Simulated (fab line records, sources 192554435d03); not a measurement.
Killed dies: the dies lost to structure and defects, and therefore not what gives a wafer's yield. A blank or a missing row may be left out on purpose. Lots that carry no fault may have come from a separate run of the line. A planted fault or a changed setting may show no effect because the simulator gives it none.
Matching of chambers + flow n5-finfet + N5_SDB_ALD_29 on ald-sin-01: 3 sister chambers
The step deposits SiNx, target thk 30 nm, pulse time 1 s, ald cycles 600. 6 wafers are shown with their chamber, then 12 later ones without.

WAFERS PAIRED WITH THEIR CHAMBERS
| wafer  | chamber | heater-power-w (W) | precursor-pulse-height-rel |
|--------|---------|--------------------|----------------------------|
| L089.5 | 1       | 786                | 1.014                      |
| L090.2 | 1       | 783                | 0.985                      |
| L090.6 | 2       | 761                | 0.998                      |
| L091.1 | 3       | 808                | 1.002                      |
| L091.3 | 3       | 813                | 0.977                      |
| L091.5 | 2       | 757                | 0.986                      |

WAFERS WITH NO CHAMBER GIVEN
| wafer  | heater-power-w (W) | precursor-pulse-height-rel |
|--------|--------------------|----------------------------|
| L092.1 | 842                | 0.993                      |
| L092.2 | 756                | 1.029                      |
| L092.3 | 823                | 0.996                      |
| L092.4 | 746                | 1.007                      |
| L092.5 | 815                | 0.954                      |
| L092.6 | 754                | 0.995                      |
| L096.1 | 740                | 1.012                      |
| L096.2 | 804                | 0.968                      |
| L096.3 | 767                | 1.025                      |
| L096.4 | 820                | 0.989                      |
| L096.5 | 768                | 0.988                      |
| L096.6 | 829                | 0.972                      |

EACH ONE'S CHAMBER
| wafer  | from the rows above | in truth |
|--------|---------------------|----------|
| L092.1 | 3                   | 3        |
| L092.2 | 2                   | 2        |
| L092.3 | 3                   | 3        |
| L092.4 | 2                   | 2        |
| L092.5 | 3                   | 3        |
| L092.6 | 2                   | 2        |
| L096.1 | 2                   | 2        |
| L096.2 | 3                   | 3        |
| L096.3 | 2                   | 2        |
| L096.4 | 3                   | 3        |
| L096.5 | 2                   | 2        |
| L096.6 | 3                   | 3        |
Correct placement for 12 of the 12. Number that these rows cannot place: 0. Wrongly placed: 0.
How it was worked out, from the rows above alone: a wafer's distance from a chamber is the root of the sum, over the readings, of the square of ((its reading less the chamber's mean) divided by the reading's scatter). The wafer belongs to the nearest chamber; if the next one is less than 2 further off, it can't be placed. The mean given for a chamber averages the wafers shown for that chamber. The scatter: the root of (the sum of the squares of (reading less its chamber's mean) over the shown wafers, divided by (wafers less chambers)).
